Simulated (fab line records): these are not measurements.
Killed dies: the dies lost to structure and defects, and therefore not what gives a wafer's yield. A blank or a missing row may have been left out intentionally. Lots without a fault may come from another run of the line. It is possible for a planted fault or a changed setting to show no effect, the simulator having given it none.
Matching of chambers -- flow nand_harc -- cmp-03 running NHARC_A_SGD_CUT_CMP_21: 4 sister chambers
The step polishes, target thk 148.19 nm. 8 wafers are shown with their chamber, then 8 later ones without.

== WAFERS PAIRED WITH THEIR CHAMBERS ==
wafer,chamber,motor_current_A (A),time_to_endpoint_s (s)
L923.5,1,13.0,54
L924.3,1,12.1,53
L926.1,2,11.2,48
L926.5,0,13.0,55
L929.3,2,11.4,46
L929.5,0,12.0,50
L929.6,3,13.7,52
L933.2,3,13.6,51

== WAFERS WITHOUT THEIR CHAMBER ==
wafer,motor_current_A (A),time_to_endpoint_s (s)
L933.3,12.4,52
L933.6,11.1,44
L941.1,12.4,49
L941.3,11.8,48
L941.5,11.1,43
L942.2,13.2,51
L942.4,10.5,48
L942.6,13.1,54

== CHAMBER TAKEN BY EACH ==
wafer,from the rows above,in truth
L933.3,can't be placed: 0 or 1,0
L933.6,2,2
L941.1,can't be placed: 0 or 1 or 2 or 3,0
L941.3,can't be placed: 2 or 0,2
L941.5,2,2
L942.2,can't be placed: 3 or 0 or 1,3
L942.4,2,2
L942.6,can't be placed: 1 or 0 or 3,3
Correctly placed: 3 of 8. From these rows, 5 cannot be placed; in 5 the true chamber is one of the candidates. Number placed wrongly: 0.
How it was worked out, from the rows above alone: a wafer's distance from a chamber is the root of the sum, over the readings, of the square of ((its reading less the chamber's mean) divided by the reading's scatter). If the next closest chamber is less than 2 further off than the closest, the wafer can't be placed; otherwise it belongs to the closest. Each chamber's mean is taken over the wafers shown for it. The scatter is the square root of a quotient: the sum, over the shown wafers, of each reading's squared deviation from its chamber's mean, divided by wafers minus chambers.
